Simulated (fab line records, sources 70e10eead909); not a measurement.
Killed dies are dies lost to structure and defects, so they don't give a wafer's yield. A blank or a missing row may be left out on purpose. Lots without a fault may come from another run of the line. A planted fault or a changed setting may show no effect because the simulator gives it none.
Chamber matching | flow nand_harc | NHARC_A_CONTACT_CMP_20 on cmp-04: 4 sister chambers
The step polishes, t overpolish 30 s, target thk 300 nm. 8 wafers are shown with their chamber, then 7 later ones without.

WAFERS WITH THEIR CHAMBER
wafer  | chamber | motor_current_A (A) | retaining_ring_pressure_frac
L085.3 | 3       | 12.1                | 1.001
L085.4 | 0       | 14.7                | 0.995
L085.5 | 1       | 9.6                 | 1.001
L086.2 | 2       | 12.6                | 1.010
L086.4 | 3       | 12.1                | 1.003
L086.6 | 2       | 13.0                | 1.006
L090.1 | 0       | 14.8                | 1.001
L090.2 | 1       | 9.6                 | 0.998

WAFERS WITHOUT THEIR CHAMBER
wafer  | motor_current_A (A) | retaining_ring_pressure_frac
L090.6 | 12.5                | 0.998
L089.1 | 12.4                | 1.003
L089.2 | 14.4                | 0.994
L089.4 | 9.9                 | 1.005
L092.1 | 11.6                | 1.007
L092.3 | 9.5                 | 0.994
L092.5 | 11.8                | 1.001

WHICH CHAMBER EACH WENT THROUGH
wafer  | from the rows above     | in truth
L090.6 | can't be placed: 3 or 2 | 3
L089.1 | can't be placed: 3 or 2 | 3
L089.2 | 0                       | 0
L089.4 | 1                       | 1
L092.1 | 3                       | 3
L092.3 | 1                       | 1
L092.5 | 3                       | 3
Placed correctly: 5 of 7. Can't be placed from these rows: 2 (the true chamber is among the candidates in 2). Placed wrongly: 0.
How it was worked out, from the rows above alone: a wafer's distance from a chamber is the root of the sum, over the readings, of the square of ((its reading less the chamber's mean) divided by the reading's scatter). The wafer belongs to the nearest chamber; if the next one is less than 2 further off, it can't be placed. A chamber's mean is the mean of its shown wafers. The scatter: the root of (the sum of the squares of (reading less its chamber's mean) over the shown wafers, divided by (wafers less chambers)).
